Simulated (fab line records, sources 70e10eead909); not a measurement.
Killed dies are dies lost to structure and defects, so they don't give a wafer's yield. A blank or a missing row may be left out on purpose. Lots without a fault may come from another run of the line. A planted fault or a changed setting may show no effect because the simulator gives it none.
fab line records | flow nand_harc
record lots=6 wafers=18 last_day=32
route steps=1302 shown A_WL_FILL@971 A_CONTACT@983 END@1302
lots that met no fault: from a run of the same line without faults
start_h: hours from the record's first day to the start of the lot's first wafer shown | wait_h: hours since the lot's step before | " the same as in the row above | L1.1+2: a row that stands for several wafers | - no value, or no start given | * or withheld: withheld | < > ~ a bound
route shown NAME@n: a module of which the file shows steps, and the number in the route of the first | usual: mean/standard deviation of fault-free wafers | same: alike in all rows | chamber/n: place in a boat | sites: the reading at each site | _std_site: their standard deviation | _edge_site: outer sites' mean less inner sites' | radius_mm: how far each site lies from the wafer's centre | mask NAME#n: copy n | behind: the tool/chamber that last shaped the wafer | hold: why the lot was held/for how many hours/how that ended | device: the transistor (n, p or np) that didn't switch | end of line: the same wafers' tests at the end of the route | a step without rows: its recipe alone | killed: dies lost to structure and defects at the first sort, not the wafer's yield | map: a wafer's dies, x killed, . not, _ none there
set.NAME: the setting as run; set.NAME@STEP: as run at that earlier step | model.NAME: the simulator's own value behind a step, which no gauge read
lots at some steps of the route; a table a step, a row a wafer
services: from which hour (start_h, from the record's first day; less than 0 if before it) a tool's chamber was out of use, for how many hours, and why
## steps
# step NHARC_A_WL_FILL_CVD_23
# recipe target_thk_a=400 temp_c=620 pressure_mtorr=200 time_s=800 material=poly-Si
# step NHARC_A_WL_FILL_ETCHBACK_26
# recipe target_depth_a=520 time_s=13.3 hbr_flow_sccm=150 rf_w=350 icp_w=350 bias_w=60 chemistry=HBr
# usual bias_w=60.03/0.16 drypump_motor_current_A=5.5/0.48 oes_product_au=1.005/0.009 throttle_valve_pct=23.266/0.0093
# columns lot.wafer tool chamber start_h wait_h bias_w drypump_motor_current_A oes_product_au rf_hours_counter_h throttle_valve_pct
L115.2 rie_si-06 3 464.76 0.4 59.93 5.5 0.988 0.4 23.265
L115.1 " 0 " " 60.09 6.1 0.996 0.4 23.274
L115.4 " 2 " " 60.07 6.7 0.998 0.4 23.267
L118.2 rie_si-05 3 486.13 0.4 59.99 5.5 1.014 0.1 23.270
L118.3 " 2 " " 60.09 5.0 1.006 0.1 23.274
L118.5 " 3 " " 60.08 5.5 1.010 - 23.266
L121.3 rie_si-05 1 542.85 0.4 59.95 5.8 1.008 0.5 23.267
L121.2 " 3 " " 60.13 5.5 1.024 0.5 23.252
L121.5 " 1 " " 59.95 5.8 0.999 - 23.276
L123.3 rie_si-06 2 555.46 0.4 59.92 6.7 1.008 1.1 23.260
L123.4 " 0 " " 59.90 6.0 0.998 0.9 23.269
L123.5 " 3 " " 59.96 5.5 0.998 - 23.274
L133.1 rie_si-06 2 663.12 0.4 59.86 6.7 1.003 0.4 23.263
L133.6 " 2 " " 60.17 6.7 1.004 - 23.252
L133.5 " 3 " " 59.89 5.5 1.008 - 23.249
L135.1 rie_si-03 1 676.18 0.4 60.18 4.7 1.005 0.8 23.263
L135.3 " 3 " " 60.28 5.2 1.007 0.8 23.263
L135.6 " 0 " " 60.06 5.3 1.010 - 23.285
# step NHARC_A_WL_FILL_PRECLEAN_30
# recipe time_s=10 chemistry=dHF
# step NHARC_A_WL_FILL_SRD_14
# step NHARC_A_WL_FILL_ALD_19
# recipe target_thk_a=20 pulse_time_s=3 ald_cycles=100 temp_c=450 material=TiN
# usual heater_power_w=1096/96 precursor_pulse_height_rel=1.000/0.022
# columns lot.wafer tool chamber start_h wait_h heater_power_w precursor_pulse_height_rel
L115.1 ald_metal-02 3 465.03 0.1 1001 0.985
L115.2 " 0 " " 1103 0.996
L115.4 " 2 " " 1304 1.004
L118.2 ald_metal-04 1 486.40 0.1 997 0.976
L118.3 " 2 " " 1119 0.992
L118.5 " 2 " " 1106 0.987
L121.2 ald_metal-02 3 543.11 0.1 1006 0.948
L121.3 " 0 " " 1149 1.027
L121.5 " 0 " " 1097 1.028
L123.4 ald_metal-04 2 555.73 0.1 1118 1.005
L123.3 " 3 " " 1090 0.995
L123.5 " 3 " " 1140 1.010
L133.1 ald_metal-01 0 663.43 0.1 1255 1.001
L133.6 " 2 " " 1073 1.007
L133.5 " 3 " " 993 0.993
L135.3 ald_metal-04 1 676.43 0.1 1081 1.012
L135.1 " 3 " " 1078 0.978
L135.6 " 2 " " 1164 0.965
# step NHARC_A_WL_FILL_CVD_20
# recipe target_thk_a=1000 temp_c=400 pressure_torr=40 wf6_flow_sccm=40 h2_flow_sccm=1600 ar_flow_sccm=1560 time_s=74 material=W
# usual chamber_pressure_Torr=40.01/0.087 heater_power_w=786/29 mfc_ar_sccm=1559/4.9 throttle_valve_pct=7.91/0.28
# columns lot.wafer tool chamber start_h wait_h chamber_pressure_Torr heater_power_w mfc_ar_sccm throttle_valve_pct
L115.1 cvd_w-01 0 - - 40.16 824 1554 7.96
L115.2 " 1 " " 40.11 837 1563 7.54
L115.4 " 1 " " 40.08 807 1552 7.33
L118.2 cvd_w-02 1 - - 40.01 761 1562 8.08
L118.3 " 1 " " 39.98 777 1565 7.96
L118.5 " 0 " " 39.91 759 1560 8.20
L121.2 cvd_w-01 1 - - 39.97 781 1558 7.46
L121.3 " 0 " " 40.15 778 1566 7.63
L121.5 " 1 " " 40.02 791 1558 7.17
L123.4 cvd_w-02 0 - - 39.97 753 1556 8.46
L123.3 " 1 " " 39.90 765 1567 7.83
L123.5 " 1 " " 39.99 755 1560 7.86
L133.1 cvd_w-02 1 - - 39.97 781 1559 7.93
L133.5 " 0 " " 39.96 765 1565 7.92
L133.6 " 1 " " 39.89 763 1556 7.73
L135.1 cvd_w-02 0 - - 39.93 782 1561 8.10
L135.3 " 0 " " 40.14 764 1565 7.90
L135.6 " 0 " " 39.92 763 1565 7.83
# step NHARC_A_WL_FILL_CMP_12
# recipe t_overpolish_s=30 target_thk_nm=100
# usual motor_current_A=11.6/0.92 overpolish_run_s=29.998/0.0087 retaining_ring_pressure_frac=1.000/0.0048 time_to_endpoint_s=20.1/2.3
# columns lot.wafer tool chamber start_h wait_h motor_current_A overpolish_run_s retaining_ring_pressure_frac time_to_endpoint_s
L115.2 cmp-01 1 465.41 0.1 11.4 30.003 1.004 21.1
L115.4 " 2 " " 10.5 29.989 0.994 20.3
L115.1 " 3 " " 13.4 30.025 1.001 21.7
L118.2 cmp-02 0 486.80 0.2 12.5 29.996 0.998 18.8
L118.3 " 1 " " 9.7 30.010 0.999 23.9
L118.5 " 3 " " 11.0 29.995 1.003 20.1
L121.2 cmp-03 0 543.49 0.2 11.7 29.994 1.005 19.2
L121.3 " 2 " " 12.2 29.992 1.009 19.7
L121.5 " 1 " " 11.1 30.018 0.997 19.4
L123.3 cmp-02 3 556.14 0.1 11.1 30.001 0.998 20.6
L123.4 " 1 " " 10.3 29.997 0.996 20.4
L123.5 " 2 " " 11.8 29.999 0.997 17.0
L133.1 cmp-01 3 663.95 0.2 14.4 29.984 1.008 22.6
L133.5 " 1 " " 10.9 29.988 1.002 21.8
L133.6 " 2 " " 10.7 29.989 0.998 20.5
L135.3 cmp-01 1 676.95 0.2 11.4 30.009 1.003 21.8
L135.1 " 2 " " 10.3 29.992 1.004 23.6
L135.6 " 2 " " 10.9 29.991 0.999 21.8
# step NHARC_A_WL_FILL_SRD_31
# step NHARC_A_WL_FILL_INSPECT_15
# usual raw_defect_count=479/130
# columns lot.wafer tool chamber start_h wait_h raw_defect_count
L115.1 defect_inspect-01 - 465.87 0.0 362
L115.2 " - " " 423
L115.4 " - " " 399
L118.2 defect_inspect-01 - 487.24 0.0 447
L118.3 " - " " 406
L118.5 " - " " 484
L121.2 defect_inspect-01 - 543.96 0.0 417
L121.3 " - " " 481
L121.5 " - " " 572
L123.3 defect_inspect-02 - 556.58 0.0 881
L123.4 " - " " 660
L123.5 " - " " 744
L133.1 defect_inspect-01 - 664.39 0.0 586
L133.5 " - " " 371
L133.6 " - " " 347
L135.1 defect_inspect-01 - 677.46 0.0 445
L135.3 " - " " 526
L135.6 " - " " 479
# step NHARC_A_CONTACT_DEP_24
# recipe target_thk_a=5000 temp_c=400 pressure_torr=6.5 rf_w=900 teos_flow_sccm=161.4 flow_sccm=2650 target_thk_nm=500 gas=O2 material=SiO2
# usual chamber_pressure_Torr=6.500/0.013 flow_sccm=2649/8.7 heater_power_w=539/71 mfc_precursor_sccm=161.4/0.5 throttle_valve_pct=15.7/0.34
# columns lot.wafer tool chamber start_h wait_h chamber_pressure_Torr flow_sccm heater_power_w mfc_precursor_sccm throttle_valve_pct
L115.2 pecvd-01 2 465.94 0.1 6.514 2645 502 161.5 16.3
L115.1 " 1 " " 6.502 2636 481 162.1 15.1
L115.4 " 0 " " 6.485 2645 572 160.6 15.7
L118.3 pecvd-03 0 487.37 0.1 6.490 2644 607 161.8 15.3
L118.2 " 1 " " 6.484 2658 574 161.5 16.2
L118.5 " 1 " " 6.496 2654 610 160.9 16.0
L121.2 pecvd-03 2 544.09 0.1 6.495 2651 599 134.0 15.2
L121.3 " 0 " " 6.518 2644 576 160.4 15.0
L121.5 " 0 " " 6.496 2645 595 160.5 15.1
L123.3 pecvd-03 1 556.70 0.1 6.502 2644 436 161.3 16.0
L123.4 " 0 " " 6.487 2638 470 161.3 15.4
L123.5 " 2 " " 6.499 2669 514 134.4 15.1
L133.1 pecvd-01 2 664.58 0.2 6.507 2643 529 162.0 16.2
L133.6 " 0 " " 6.499 2645 628 162.0 15.5
L133.5 " 2 " " 6.473 2637 548 161.5 15.9
L135.1 pecvd-04 1 677.53 0.1 6.483 2653 360 160.6 16.0
L135.3 " 0 " " 6.518 2643 604 161.7 16.0
L135.6 " 2 " " 6.509 2633 552 161.9 15.5
# step NHARC_END_SORT_01
# recipe temp_c=25
# usual killed_at_array=62/18 killed_at_other=0.9/1.2 killed_at_periphery=4.2/2.9 killed_dies=67/17 killed_open=3.6/1.9 killed_short=2.5/1.6
# same gross_dies=677
# columns lot.wafer tool chamber start_h wait_h killed_at_array killed_at_other killed_at_periphery killed_dies killed_open killed_short
L115.1 prober-02 0 609.35 2.5 47 0 3 50 2 4
L115.2 prober-02 0 610.13 2.8 49 0 8 57 5 2
L115.4 prober-02 0 611.70 3.4 57 0 7 64 3 4
L135.1 prober-01 0 761.66 2.5 45 0 2 47 2 2
L135.3 prober-01 0 763.29 3.1 64 0 3 67 4 2
L135.6 prober-01 0 765.75 4.1 65 0 2 67 5 1
# killed by level:class
L115.1 A_CHANNEL_HOLE_D2:chamber_film_flake=26 A_STAIRCASE:chamber_film_flake=8 P_M0:chamber_film_flake=2 A_CHANNEL_HOLE_D1:chamber_film_flake=2 A_DECK1_JOINT:chamber_film_flake=2 A_CONTACT:chamber_film_flake=2 A_ONON_D1:geometric_particle:short=1 A_CHANNEL_FILL_D1:geometric_particle:open=1
L115.2 A_CHANNEL_HOLE_D2:chamber_film_flake=29 A_STAIRCASE:chamber_film_flake=9 P_BONDPAD:chamber_film_flake=3 P_M0:geometric_particle:open=2 A_CHANNEL_FILL_D1:geometric_particle:short=2 P_ZERO_WELL:chamber_film_flake=2 A_CHANNEL_HOLE_D1:chamber_film_flake=2 A_CONTACT:chamber_film_flake=2
L115.4 A_CHANNEL_HOLE_D2:chamber_film_flake=35 A_STAIRCASE:chamber_film_flake=8 A_CONTACT:chamber_film_flake=5 P_CONTACT:geometric_particle:open=2 P_STI:chamber_film_flake=2 A_CHANNEL_FILL_D1:chamber_film_flake=2 A_CHANNEL_HOLE_D1:geometric_particle:open=1 A_CHANNEL_HOLE_D1:geometric_particle:short=1
L135.1 A_CHANNEL_HOLE_D2:chamber_film_flake=25 A_ZERO_WELL:chamber_film_flake=5 A_SLIT:chamber_film_flake=5 A_CONTACT:chamber_film_flake=4 P_M0:geometric_particle:short=1 A_ONON_D2:geometric_particle:short=1 A_BLC:geometric_particle:open=1 A_M0:geometric_particle:open=1
L135.3 A_CHANNEL_HOLE_D2:chamber_film_flake=36 A_SLIT:chamber_film_flake=10 A_CONTACT:chamber_film_flake=5 A_ZERO_WELL:chamber_film_flake=3 P_M1:chamber_film_flake=2 A_CHANNEL_HOLE_D1:unspecified=2 A_ONON_D1:geometric_particle:open=1 A_STAIRCASE:geometric_particle:short=1
L135.6 A_CHANNEL_HOLE_D2:chamber_film_flake=36 A_SLIT:chamber_film_flake=9 A_CHANNEL_HOLE_D1:unspecified=5 A_ZERO_WELL:chamber_film_flake=3 A_CONTACT:chamber_film_flake=3 A_BLC:geometric_particle:open=2 A_STAIRCASE:chamber_film_flake=2 P_M2:geometric_particle:open=1
## services
# columns tool chamber start_h hours kind
ald_metal-04 - 450.00 10.0 pm
cmp-01 - 455.50 4.0 pm
rie_si-05 - 458.00 9.0 pm
pecvd-01 - 468.26 13.0 pm
ald_metal-04 1 470.04 3.0 repair
cmp-01 - 473.57 0.5 repair
cmp-01 - 485.49 0.5 repair
cmp-01 - 494.39 0.8 repair
pecvd-03 - 527.85 13.0 pm
cmp-01 - 553.50 4.0 pm
cmp-01 - 574.16 0.3 repair
rie_si-06 - 579.00 9.0 pm
cmp-01 - 594.14 0.4 repair
cvd_w-02 1 598.43 4.4 repair
pecvd-03 - 602.45 2.7 repair
rie_si-06 3 603.14 31.3 repair
cvd_w-02 - 607.00 13.0 pm
cmp-01 - 618.33 0.4 repair
ald_metal-04 - 628.00 10.0 pm
pecvd-03 - 629.73 1.5 repair
cvd_w-02 0 643.48 18.5 repair
cmp-01 - 651.50 4.0 pm
cmp-01 - 669.99 0.5 repair
cvd_w-02 1 676.62 8.2 repair
## key
first_sign step=NHARC_A_CONTACT_DEP_24 reading=mfc_precursor_sccm direction=down sigmas=54 usual=161.4 struck=134.2
effect none on later readings
met_at NHARC_A_CONTACT_DEP_24
struck_wafers L121.2,L123.5
tester_left_out L121,L123
fault kind=process_parameter_drift tool=pecvd-03 chamber=2 onset_h=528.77 steps=NHARC_A_CONTACT_DEP_24 channel=teos_flow_sccm offset=* shape=step end_h=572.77 acts_in=* stated=*
# tester_left_out: of these lots the tester's yield and bins aren't shown, on N5 and GAA mostly nor the transistor test; their killed dies are dies lost to structure and defects alone, not to doping, threshold or leakage, so they don't give the yield
